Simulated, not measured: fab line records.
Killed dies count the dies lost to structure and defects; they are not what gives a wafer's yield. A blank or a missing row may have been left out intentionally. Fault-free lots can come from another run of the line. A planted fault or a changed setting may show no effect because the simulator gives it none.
fab line records + flow n5_finfet
[record]
- lots = 9
- wafers = 27
- last_day = 18
route steps=1938 shown HKMG_FIN@442 GATE_CUT@475 BEOL_M4@1111 PASSIVATION@1936
lots that met no fault: from a run of the same line without faults
start_h: hours from the record's opening day to when the first of the lot's shown wafers began + wait_h: hours from the lot's prior step to this one + " as in the row above + L1.1+2: one row covering several wafers at once + - no value, or no start was given + * or withheld: withheld + < > ~ a bound
route shown NAME@n: NAME is a module with steps in the file, n the number in the route of the first one + usual: average and standard deviation across the fault-free wafers + same: alike in all rows + chamber/n: place in a boat + sites: each site's reading + _std_site: standard deviation across them + _edge_site: the outer-site mean with the inner-site mean subtracted + radius_mm: how far each site lies from the wafer's centre + mask NAME#n: copy n + behind: tool/chamber where the wafer was last shaped + hold: why the lot went on hold/how many hours it stayed there/how the hold came to an end + device: the n, p or np transistor that did not switch + end of line: tests of these same wafers at the route's end + a step without rows: its recipe alone + killed: dies lost to structure and defects at the first sort, not the wafer's yield + map: a wafer's dies, marking killed ones x, the rest . and places with no die _
set.NAME: the run value of the setting; set.NAME@STEP: its run value at that earlier step + model.NAME: the simulator's own value behind a step, which no gauge read
a sample of lots followed through the steps of the route, with each step as a table and each wafer as a row
services: the hour from which a tool's chamber was out of use, counted from the record's first day as start_h (under 0 if before that day), plus the number of hours and why
[[steps]]
[step N5_HKMG_FIN_ALD_91]
[recipe]
- material = TiN
- target_thk_a = 10
- temp_c = 400
- ald_precursor_family = TiCl4
- ald_co_reactant = NH3
- pulse_time_s = 1
- purge_time_s = 3
- co_reactant_purge_time_s = 2
- co_reactant_pulse_time_s = 2
- ald_cycles = 47
- pressure_torr = 3
[usual]
- chamber_pressure_Torr = 3.000/0.0074
- heater_power_w = 937/62
- precursor_pulse_height_rel = 0.999/0.021
[same]
- purge_time_s = 3
| lot.wafer | tool         | chamber | start_h | wait_h | chamber_pressure_Torr | heater_power_w | precursor_pulse_height_rel |
|-----------|--------------|---------|---------|--------|-----------------------|----------------|----------------------------|
| L666.3    | ald_metal-04 | 2       | 86.36   | 0.1    | 3.013                 | 813            | 0.976                      |
| L666.5    | "            | 3       | "       | "      | 3.020                 | 1058           | 1.021                      |
| L666.6    | "            | 0       | "       | "      | 2.996                 | 1016           | 1.015                      |
| L669.2    | ald_metal-01 | 2       | 95.42   | 0.3    | 3.006                 | 904            | 0.992                      |
| L669.5    | "            | 3       | "       | "      | 2.995                 | 904            | 0.936                      |
| L669.6    | "            | 2       | "       | "      | 3.001                 | 926            | 0.975                      |
| L674.1    | ald_metal-04 | 1       | 128.58  | 0.3    | 3.000                 | 899            | 1.011                      |
| L674.3    | "            | 0       | "       | "      | 2.995                 | 1039           | 0.997                      |
| L674.4    | "            | 2       | "       | "      | 3.003                 | 802            | 0.999                      |
| L675.3    | ald_metal-02 | 0       | 135.15  | 0.1    | 2.996                 | 882            | 1.002                      |
| L675.5    | "            | 2       | "       | "      | 3.003                 | 951            | 0.988                      |
| L675.6    | "            | 3       | "       | "      | 2.996                 | 942            | 0.986                      |
| L685.1    | ald_metal-02 | 3       | 193.12  | 0.3    | 2.999                 | 929            | 0.989                      |
| L685.2    | "            | 1       | "       | "      | 3.005                 | 920            | 1.007                      |
| L685.4    | "            | 2       | "       | "      | 2.999                 | 933            | 0.956                      |
| L686.1    | ald_metal-02 | 1       | 199.16  | 0.3    | 2.989                 | 935            | 0.981                      |
| L686.5    | "            | 2       | "       | "      | 2.994                 | 955            | 1.014                      |
| L686.6    | "            | 1       | "       | "      | 3.004                 | 938            | 1.007                      |
| L687.3    | ald_metal-02 | 2       | 201.91  | 0.1    | 3.002                 | 971            | 0.961                      |
| L687.5    | "            | 3       | "       | "      | 2.998                 | 945            | 1.017                      |
| L687.6    | "            | 2       | "       | "      | 2.997                 | 966            | 1.024                      |
| L688.1    | ald_metal-04 | 1       | 207.97  | 0.3    | 3.012                 | 918            | 1.023                      |
| L688.2    | "            | 3       | "       | "      | 2.995                 | 1053           | 1.028                      |
| L688.4    | "            | 2       | "       | "      | 3.008                 | 823            | 0.996                      |
| L689.2    | ald_metal-01 | 1       | 219.20  | 0.3    | 3.016                 | 985            | 0.947                      |
| L689.3    | "            | 2       | "       | "      | 2.989                 | 908            | 0.964                      |
| L689.5    | "            | 1       | "       | "      | 3.005                 | 1015           | 1.026                      |
[step N5_HKMG_FIN_ALD_21]
[recipe]
- material = TiN
- target_thk_a = 15
- temp_c = 400
- ald_precursor_family = TiCl4
- ald_co_reactant = NH3
- pulse_time_s = 1
- purge_time_s = 3
- co_reactant_purge_time_s = 2
- co_reactant_pulse_time_s = 2
- ald_cycles = 68
- pressure_torr = 3
[usual]
- chamber_pressure_Torr = 3.001/0.0074
- heater_power_w = 944/55
- precursor_pulse_height_rel = 0.998/0.02
[same]
- purge_time_s = 3
| lot.wafer | tool         | chamber | start_h | wait_h | chamber_pressure_Torr | heater_power_w | precursor_pulse_height_rel |
|-----------|--------------|---------|---------|--------|-----------------------|----------------|----------------------------|
| L666.3    | ald_metal-01 | 1       | 88.51   | 0.1    | 2.995                 | 994            | 0.997                      |
| L666.5    | "            | 3       | "       | "      | 3.007                 | 939            | 0.989                      |
| L666.6    | "            | 2       | "       | "      | 3.005                 | 919            | 1.015                      |
| L669.2    | ald_metal-02 | 2       | 97.57   | 0.3    | 3.001                 | 956            | 1.008                      |
| L669.5    | "            | 0       | "       | "      | 3.003                 | 884            | 1.037                      |
| L669.6    | "            | 1       | "       | "      | 3.010                 | 932            | 0.967                      |
| L674.1    | ald_metal-02 | 1       | 130.85  | 0.3    | 2.993                 | 925            | 1.007                      |
| L674.3    | "            | 0       | "       | "      | 2.995                 | 885            | 1.011                      |
| L674.4    | "            | 3       | "       | "      | 3.002                 | 935            | 1.015                      |
| L675.3    | ald_metal-02 | 0       | 137.43  | 0.1    | 2.996                 | 878            | 0.983                      |
| L675.5    | "            | 0       | "       | "      | 2.995                 | 872            | 1.000                      |
| L675.6    | "            | 3       | "       | "      | 3.012                 | 960            | 0.982                      |
| L685.1    | ald_metal-02 | 1       | 195.31  | 0.3    | 2.991                 | 925            | 1.019                      |
| L685.2    | "            | 3       | "       | "      | 2.995                 | 966            | 0.993                      |
| L685.4    | "            | 0       | "       | "      | 2.995                 | 914            | 1.017                      |
| L686.1    | ald_metal-04 | 0       | 201.31  | 0.3    | 2.996                 | 1012           | 0.970                      |
| L686.5    | "            | 2       | "       | "      | 2.998                 | 836            | 0.977                      |
| L686.6    | "            | 1       | "       | "      | 3.009                 | 864            | 0.978                      |
| L687.3    | ald_metal-04 | 3       | 204.07  | 0.1    | 3.011                 | 1027           | 1.013                      |
| L687.5    | "            | 1       | "       | "      | 3.006                 | 873            | 1.013                      |
| L687.6    | "            | 2       | "       | "      | 2.988                 | 816            | 1.017                      |
| L688.1    | ald_metal-01 | 0       | 210.19  | 0.3    | 3.011                 | 989            | 0.990                      |
| L688.2    | "            | 3       | "       | "      | 3.011                 | 923            | 0.985                      |
| L688.4    | "            | 1       | "       | "      | 3.009                 | 1006           | 1.031                      |
| L689.2    | ald_metal-02 | 0       | 221.48  | 0.3    | 2.994                 | 852            | 0.971                      |
| L689.3    | "            | 1       | "       | "      | 3.002                 | 915            | 0.972                      |
| L689.5    | "            | 2       | "       | "      | 3.012                 | 932            | 0.992                      |
[step N5_HKMG_FIN_CMP_94]
[recipe]
- stop_on = SiNx
- post_cmp_clean = w_dilute_nh4oh
- t_overpolish_s = 4.7
- down_force_psi = 4
- platen_rpm = 50.289
- pad_velocity_m_s = 1.0006
- target_thk_nm = 43.299
[usual]
- motor_current_A = 12.2/1.6
| lot.wafer | tool   | chamber | start_h | wait_h | motor_current_A |
|-----------|--------|---------|---------|--------|-----------------|
| L666.3    | cmp-02 | 1       | 92.53   | 3.2    | 14.8            |
| L666.5    | "      | 2       | "       | "      | 11.3            |
| L666.6    | "      | 3       | "       | "      | 10.6            |
| L669.2    | cmp-04 | 3       | 98.68   | 0.2    | 13.6            |
| L669.5    | "      | 0       | "       | "      | 11.9            |
| L669.6    | "      | 1       | "       | "      | 11.4            |
| L674.1    | cmp-02 | 2       | 131.89  | 0.4    | 11.3            |
| L674.4    | "      | 3       | "       | "      | 10.5            |
| L674.3    | "      | 1       | "       | "      | 15.0            |
| L675.3    | cmp-02 | 0       | 138.50  | 0.3    | 12.4            |
| L675.5    | "      | 2       | "       | "      | 11.1            |
| L675.6    | "      | 3       | "       | "      | 10.4            |
| L685.4    | cmp-01 | 3       | 196.36  | 0.3    | 12.8            |
| L685.2    | "      | 0       | "       | "      | 10.8            |
| L685.1    | "      | 1       | "       | "      | 9.9             |
| L686.1    | cmp-01 | 3       | 202.35  | 0.3    | 13.5            |
| L686.5    | "      | 2       | "       | "      | 14.6            |
| L686.6    | "      | 3       | "       | "      | 12.1            |
| L687.3    | cmp-04 | 3       | 205.14  | 0.3    | 14.1            |
| L687.6    | "      | 2       | "       | "      | 10.8            |
| L687.5    | "      | 3       | "       | "      | 13.7            |
| L688.4    | cmp-02 | 3       | 211.21  | 0.4    | 10.3            |
| L688.2    | "      | 1       | "       | "      | 15.4            |
| L688.1    | "      | 2       | "       | "      | 12.1            |
| L689.2    | cmp-01 | 0       | 222.55  | 0.3    | 10.0            |
| L689.3    | "      | 1       | "       | "      | 9.6             |
| L689.5    | "      | 2       | "       | "      | 14.2            |
[step N5_HKMG_FIN_INSPECT_28]
[recipe]
- inspect_instrument = darkfield
- mode = post_cmp
[usual]
- raw_defect_count = 43/18
| lot.wafer | tool              | chamber | start_h | wait_h | raw_defect_count |
|-----------|-------------------|---------|---------|--------|------------------|
| L666.3    | defect_inspect-02 | -       | 92.68   | 0.0    | 52               |
| L666.5    | "                 | -       | "       | "      | 20               |
| L666.6    | "                 | -       | "       | "      | 31               |
| L669.2    | defect_inspect-01 | -       | 98.82   | 0.0    | 31               |
| L669.5    | "                 | -       | "       | "      | 23               |
| L669.6    | "                 | -       | "       | "      | 52               |
| L674.1    | defect_inspect-02 | -       | 132.12  | 0.0    | 806              |
| L674.3    | "                 | -       | "       | "      | 84               |
| L674.4    | "                 | -       | "       | "      | 37               |
| L675.3    | defect_inspect-01 | -       | 138.67  | 0.0    | 55               |
| L675.5    | "                 | -       | "       | "      | 797              |
| L675.6    | "                 | -       | "       | "      | 62               |
| L685.1    | defect_inspect-02 | -       | 196.56  | 0.0    | 52               |
| L685.2    | "                 | -       | "       | "      | 36               |
| L685.4    | "                 | -       | "       | "      | 47               |
| L686.1    | defect_inspect-01 | -       | 202.55  | 0.0    | 18               |
| L686.5    | "                 | -       | "       | "      | 23               |
| L686.6    | "                 | -       | "       | "      | 32               |
| L687.3    | defect_inspect-01 | -       | 205.35  | 0.0    | 30               |
| L687.5    | "                 | -       | "       | "      | 50               |
| L687.6    | "                 | -       | "       | "      | 31               |
| L688.1    | defect_inspect-02 | -       | 211.44  | 0.0    | 65               |
| L688.2    | "                 | -       | "       | "      | 30               |
| L688.4    | "                 | -       | "       | "      | 39               |
| L689.2    | defect_inspect-01 | -       | 222.72  | 0.0    | 42               |
| L689.3    | "                 | -       | "       | "      | 24               |
| L689.5    | "                 | -       | "       | "      | 38               |
[step N5_GATE_CUT_CMP_02]
[recipe]
- stop_on = SiO2
- t_overpolish_s = 12.7
- post_cmp_clean = alkaline_brush
- down_force_psi = 2.5
- platen_rpm = 51.8
- pad_velocity_m_s = 1.0307
- target_thk_nm = 0
[usual]
- motor_current_A = 9.2/0.95
- overpolish_run_s = 12.701/0.0086
- time_to_endpoint_s = 24.1/2.6
| lot.wafer | tool   | chamber | start_h | wait_h | motor_current_A | overpolish_run_s | time_to_endpoint_s |
|-----------|--------|---------|---------|--------|-----------------|------------------|--------------------|
| L666.3    | cmp-03 | 1       | 96.04   | 0.1    | 9.5             | 12.694           | 27.6               |
| L666.5    | "      | 1       | "       | "      | 9.1             | 12.692           | 26.3               |
| L666.6    | "      | 2       | "       | "      | 8.2             | 12.698           | 25.0               |
| L669.2    | cmp-03 | 2       | 103.36  | 0.1    | 7.5             | 12.696           | 21.9               |
| L669.5    | "      | 0       | "       | "      | 9.6             | 12.703           | 24.3               |
| L669.6    | "      | 1       | "       | "      | 9.6             | 12.700           | 26.6               |
| L674.4    | cmp-03 | 2       | 135.04  | 0.0    | 7.9             | 12.696           | 24.9               |
| L674.3    | "      | 3       | "       | "      | 9.3             | 12.703           | 22.3               |
| L674.1    | "      | 1       | "       | "      | 9.3             | 12.694           | 26.7               |
| L675.3    | cmp-02 | 0       | 141.89  | 0.1    | 9.5             | 12.718           | 22.3               |
| L675.5    | "      | 3       | "       | "      | 8.5             | 12.714           | 21.2               |
| L675.6    | "      | 0       | "       | "      | 10.0            | 12.693           | 21.7               |
| L685.4    | cmp-03 | 1       | 199.48  | 0.0    | 9.6             | 12.693           | 24.8               |
| L685.1    | "      | 3       | "       | "      | 9.1             | 12.696           | 26.0               |
| L685.2    | "      | 0       | "       | "      | 9.2             | 12.708           | 21.1               |
| L686.1    | cmp-02 | 1       | 205.56  | 0.1    | 11.8            | 12.702           | 21.9               |
| L686.5    | "      | 3       | "       | "      | 8.1             | 12.683           | 24.1               |
| L686.6    | "      | 0       | "       | "      | 9.5             | 12.708           | 21.8               |
| L687.3    | cmp-04 | 2       | 208.39  | 0.2    | 7.8             | 12.706           | 28.4               |
| L687.5    | "      | 3       | "       | "      | 10.5            | 12.715           | 21.1               |
| L687.6    | "      | 0       | "       | "      | 9.5             | 12.708           | 25.9               |
| L688.2    | cmp-04 | 3       | 214.60  | 0.1    | 10.3            | 12.697           | 22.2               |
| L688.4    | "      | 0       | "       | "      | 9.7             | 12.714           | 27.3               |
| L688.1    | "      | 1       | "       | "      | 8.7             | 12.704           | 25.0               |
| L689.2    | cmp-03 | 0       | 225.98  | 0.1    | 9.2             | 12.707           | 22.6               |
| L689.3    | "      | 1       | "       | "      | 9.3             | 12.700           | 27.4               |
| L689.5    | "      | 2       | "       | "      | 8.2             | 12.702           | 26.5               |
[step N5_BEOL_M4_RC_MEAS_101]
[usual]
- DIBL_N = 36.4/1.6
- DIBL_P = 36.2/1.8
- IOFF_N = 0.159/0.029
- IOFF_P = 0.21/0.034
- ION_N = 670/12
- ION_P = 459/8.2
- SS_N = 71.5/0.59
- SS_P = 73.2/0.54
- VT_N = 250/3.3
- VT_P = -250/3.7
| lot.wafer | tool      | chamber | start_h | wait_h | DIBL_N[mV/V] | DIBL_P[mV/V] | IOFF_N[nA/um] | IOFF_P[nA/um] | ION_N[uA/um] | ION_P[uA/um] | SS_N[mV/dec] | SS_P[mV/dec] | VT_N[mV] | VT_P[mV] |
|-----------|-----------|---------|---------|--------|--------------|--------------|---------------|---------------|--------------|--------------|--------------|--------------|----------|----------|
| L666.3    | prober-02 | 0       | 188.80  | 0.3    | 35.8         | 37.4         | 0.150         | 0.20          | 673          | 460          | 71.2         | 73.4         | 248      | -251     |
| L666.5    | "         | 0       | "       | "      | 36.6         | 37.3         | 0.153         | 0.20          | 659          | 447          | 71.3         | 73.6         | 251      | -252     |
| L666.6    | "         | 0       | "       | "      | 36.6         | 37.5         | 0.164         | 0.21          | 671          | 459          | 71.5         | 73.1         | 251      | -254     |
| L669.2    | prober-02 | 0       | 209.13  | 0.2    | 38.1         | 36.5         | 0.204         | 0.25          | 697          | 472          | 72.2         | 73.0         | 248      | -247     |
| L669.5    | "         | 0       | "       | "      | 39.7         | 38.4         | 0.260         | 0.31          | 698          | 477          | 72.9         | 73.5         | 243      | -241     |
| L669.6    | "         | 0       | "       | "      | 37.4         | 35.3         | 0.191         | 0.24          | 683          | 469          | 72.1         | 73.2         | 247      | -247     |
| L675.3    | prober-01 | 0       | 225.27  | 0.3    | 38.3         | 37.5         | 0.176         | 0.27          | 669          | 462          | 71.5         | 74.3         | 248      | -245     |
| L675.5    | "         | 0       | "       | "      | 38.0         | 36.8         | 0.173         | 0.24          | 692          | 473          | 71.6         | 73.7         | 247      | -248     |
| L675.6    | "         | 0       | "       | "      | 38.2         | 37.1         | 0.184         | 0.26          | 678          | 468          | 71.8         | 74.1         | 247      | -243     |
| L674.1    | prober-01 | 0       | 256.60  | 0.0    | 35.4         | 35.6         | 0.146         | 0.17          | 671          | 458          | 71.8         | 72.9         | 250      | -255     |
| L674.3    | "         | 0       | "       | "      | 34.2         | 34.4         | 0.130         | 0.15          | 657          | 442          | 72.3         | 72.1         | 255      | -256     |
| L674.4    | "         | 0       | "       | "      | 36.1         | 38.2         | 0.167         | 0.20          | 672          | 455          | 72.0         | 73.4         | 249      | -251     |
| L685.1    | prober-02 | 0       | 293.77  | 0.0    | 39.8         | 38.1         | 0.211         | 0.25          | 673          | 456          | 72.7         | 74.5         | 243      | -251     |
| L685.2    | "         | 0       | "       | "      | 34.7         | 34.4         | 0.128         | 0.20          | 667          | 459          | 70.1         | 72.9         | 251      | -249     |
| L685.4    | "         | 0       | "       | "      | 37.9         | 36.6         | 0.181         | 0.24          | 677          | 458          | 72.7         | 73.4         | 246      | -248     |
| L686.1    | prober-02 | 0       | 304.09  | 0.0    | 39.1         | 37.3         | 0.199         | 0.22          | 683          | 460          | 71.9         | 73.5         | 247      | -250     |
| L686.5    | "         | 0       | "       | "      | 38.5         | 36.3         | 0.188         | 0.21          | 695          | 470          | 71.4         | 73.1         | 245      | -250     |
| L686.6    | "         | 0       | "       | "      | 39.0         | 38.0         | 0.196         | 0.25          | 679          | 462          | 71.4         | 73.4         | 245      | -246     |
| L687.3    | prober-02 | 0       | 311.25  | 0.3    | 35.5         | 34.9         | 0.113         | 0.14          | 649          | 443          | 71.2         | 72.3         | 257      | -262     |
| L687.5    | "         | 0       | "       | "      | 38.6         | 39.7         | 0.190         | 0.20          | 673          | 453          | 72.2         | 73.7         | 250      | -253     |
| L687.6    | "         | 0       | "       | "      | 36.9         | 37.1         | 0.152         | 0.16          | 675          | 455          | 71.9         | 72.9         | 251      | -258     |
| L688.1    | prober-01 | 0       | 331.48  | 0.0    | 36.1         | 37.1         | 0.157         | 0.22          | 657          | 458          | 71.7         | 73.4         | 253      | -250     |
| L688.2    | "         | 0       | "       | "      | 37.3         | 39.1         | 0.196         | 0.26          | 689          | 472          | 71.7         | 73.6         | 247      | -248     |
| L688.4    | "         | 0       | "       | "      | 33.1         | 34.9         | 0.117         | 0.19          | 652          | 460          | 70.8         | 72.5         | 253      | -250     |
| L689.2    | prober-02 | 0       | 335.34  | 0.2    | 37.0         | 37.7         | 0.179         | 0.27          | 671          | 468          | 72.1         | 73.9         | 248      | -245     |
| L689.3    | "         | 0       | "       | "      | 32.8         | 33.8         | 0.114         | 0.20          | 657          | 466          | 70.8         | 72.3         | 255      | -246     |
| L689.5    | "         | 0       | "       | "      | 32.9         | 34.5         | 0.119         | 0.23          | 660          | 464          | 70.8         | 73.0         | 249      | -247     |
[step N5_PASSIVATION_PROBE_49]
[usual]
- defect_limited_yield = 91.1/1.5
- killed_at_M0_to_M3 = 33/9.9
- killed_at_M4_up = 14/5.2
- killed_at_contacts = 12/6.7
- killed_at_front_end = 43/13
- killed_at_other = 3.4/2.7
- killed_dies = 105/17
- killed_on_rim = 14/4.2
- killed_open = 69/13
- killed_short = 33/7.5
- sort_bin_5_function = 5.2/0.91
- sort_bin_6_memory = 3.3/0.71
- sort_n_pass = 1075/17
- sort_yield_pct = 91.1/1.5
[same]
- gross_dies = 1180
- killed_at_back_side = 0
- sort_bin_4_leakage[%] = 0
- sort_bin_8_speed[%] = 0
| lot.wafer | tool      | chamber | start_h | wait_h | defect_limited_yield[%] | killed_at_M0_to_M3 | killed_at_M4_up | killed_at_contacts | killed_at_front_end | killed_at_other | killed_dies | killed_on_rim | killed_open | killed_short | sort_bin_5_function[%] | sort_bin_6_memory[%] | sort_n_pass | sort_yield_pct[%] |
|-----------|-----------|---------|---------|--------|-------------------------|--------------------|-----------------|--------------------|---------------------|-----------------|-------------|---------------|-------------|--------------|------------------------|----------------------|-------------|-------------------|
| L675.3    | prober-02 | -       | 328.17  | 0.1    | 92.4                    | 40                 | 14              | 5                  | 29                  | 2               | 90          | 11            | 66          | 24           | 4.7                    | 2.7                  | 1090        | 92.4              |
| L675.5    | prober-02 | -       | 328.27  | 0.2    | 47.6                    | 27                 | 14              | 5                  | 563                 | 9               | 618         | 70            | 42          | 33           | 33.8                   | 14.7                 | 562         | 47.6              |
| L675.6    | prober-02 | -       | 328.32  | 0.3    | 92.6                    | 39                 | 11              | 7                  | 28                  | 2               | 87          | 10            | 54          | 32           | 4.9                    | 2.1                  | 1093        | 92.6              |
| L674.1    | prober-01 | -       | 357.26  | 0.0    | 50.8                    | 19                 | 17              | 7                  | 535                 | 3               | 581         | 75            | 46          | 24           | 32.4                   | 14.6                 | 599         | 50.8              |
| L674.3    | prober-01 | -       | 357.36  | 0.1    | 88.7                    | 30                 | 16              | 27                 | 57                  | 3               | 133         | 18            | 100         | 31           | 6.4                    | 4.6                  | 1047        | 88.7              |
| L674.4    | prober-01 | -       | 357.41  | 0.2    | 93.6                    | 17                 | 4               | 7                  | 41                  | 7               | 76          | 11            | 54          | 20           | 4.0                    | 2.5                  | 1104        | 93.6              |
// killed by level:class
L675.3 FIN_SAQP:geometric_particle:open=12 BEOL_M3:geometric_particle:open=12 BEOL_M0_SAQP:geometric_particle:short=11 BEOL_M0_SAQP:geometric_particle:open=8 BEOL_M4:geometric_particle:open=6 BEOL_M2:geometric_particle:open=4 GATE_CUT:geometric_particle:open=3 MOL_CONTACT_COAG:geometric_particle:open=3
L675.5 HKMG_FIN:unspecified=543 BEOL_M0_SAQP:geometric_particle:short=12 BEOL_M3:geometric_particle:open=7 BEOL_M4:geometric_particle:open=5 PAD_METAL:geometric_particle:open=5 MOL_CONTACT_COAG:geometric_particle:open=4 FIN_SAQP:geometric_particle:short=3 FIN_SAQP:geometric_particle:open=3
L675.6 BEOL_M0_SAQP:geometric_particle:short=11 BEOL_M0_SAQP:geometric_particle:open=9 FIN_SAQP:geometric_particle:short=6 BEOL_M2:geometric_particle:open=6 FIN_SAQP:geometric_particle:open=5 MOL_CONTACT_COAG:geometric_particle:open=5 BEOL_M3:geometric_particle:open=5 BEOL_M4:geometric_particle:open=5
L674.1 HKMG_FIN:unspecified=511 BEOL_M3:geometric_particle:open=10 BEOL_M4:geometric_particle:open=8 FIN_SAQP:geometric_particle:open=6 STI_FIN_REVEAL:geometric_particle:open=5 MOL_CONTACT_COAG:geometric_particle:open=5 FIN_SAQP:geometric_particle:short=4 DUMMY_GATE:geometric_particle:open=3
L674.3 FIN_SAQP:geometric_particle:open=21 MOL_CONTACT_COAG:geometric_particle:open=21 BEOL_M3:geometric_particle:open=10 DUMMY_GATE:geometric_particle:open=7 MOL_CONTACT_COAG:geometric_particle:short=6 BEOL_M2:geometric_particle:open=6 BEOL_M4:geometric_particle:open=6 FIN_CUT:geometric_particle:open=4
L674.4 FIN_SAQP:geometric_particle:open=14 BEOL_M3:geometric_particle:open=8 MOL_CONTACT_COAG:geometric_particle:open=6 STI_FIN_REVEAL:geometric_particle:open=5 PAD_METAL:geometric_particle:short=5 STARTING-WAFER:geometric_particle:open=4 FIN_SAQP:geometric_particle:short=3 DUMMY_GATE:geometric_particle:open=3
[[services]]
| tool         | chamber | start_h | hours | kind                           |
|--------------|---------|---------|-------|--------------------------------|
| cmp-03       | -       | 63.16   | 0.2   | repair                         |
| ald_metal-04 | 3       | 65.19   | 3.1   | repair                         |
| cmp-01       | -       | 70.71   | 9.5   | pm                             |
| ald_metal-02 | -       | 76.44   | 0.7   | repair                         |
| cmp-01       | -       | 82.93   | 0.8   | repair                         |
| ald_metal-02 | 2       | 89.39   | 6.4   | repair                         |
| ald_metal-01 | -       | 125.42  | 8.7   | pm                             |
| cmp-03       | -       | 127.78  | 4.0   | pm                             |
| cmp-03       | -       | 131.78  | -     | consumable_replace:conditioner |
| cmp-03       | -       | 131.78  | -     | consumable_replace:pad         |
| cmp-03       | -       | 144.78  | 18.1  | pm                             |
| cmp-04       | -       | 154.17  | 0.5   | repair                         |
| cmp-03       | -       | 166.26  | 1.2   | repair                         |
| cmp-03       | -       | 171.73  | 1.7   | repair                         |
| cmp-03       | -       | 183.05  | 3.6   | repair                         |
| ald_metal-04 | 3       | 188.33  | 9.8   | repair                         |
| ald_metal-01 | -       | 195.40  | 2.1   | repair                         |
| cmp-02       | -       | 212.68  | 4.0   | pm                             |
| cmp-02       | -       | 216.68  | -     | consumable_replace:conditioner |
| cmp-02       | -       | 216.68  | -     | consumable_replace:pad         |
| cmp-04       | -       | 217.00  | 5.3   | pm                             |
| ald_metal-02 | 3       | 222.47  | 1.6   | repair                         |
[[key]]
[first_sign]
- step = N5_HKMG_FIN_INSPECT_28
- reading = raw_defect_count
- direction = up
- sigmas = 43
- usual = 43
- struck = 802
[effect]
- step = N5_PASSIVATION_PROBE_49
- reading = killed_at_front_end
- direction = up
- sigmas = 39
- usual = 43
- struck = 549
[more_kills_born_at]
- N5_HKMG_FIN_CMP_94@cmp-02 = 1054
met_at N5_HKMG_FIN_CMP_94
struck_lots L674,L675
struck_wafers L674.1,L675.5
not_acting_at N5_HKMG_FIN_ALD_91,N5_HKMG_FIN_ALD_21,N5_GATE_CUT_CMP_02
onset_between 92.53 131.89
[fault]
- kind = chamber_particle_source
- tool = cmp-02
- chamber = 2
- onset_h = 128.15
- steps = N5_HKMG_FIN_CMP_94
- rate_per_visit_cm2 = 1.1847
- end_h = 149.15
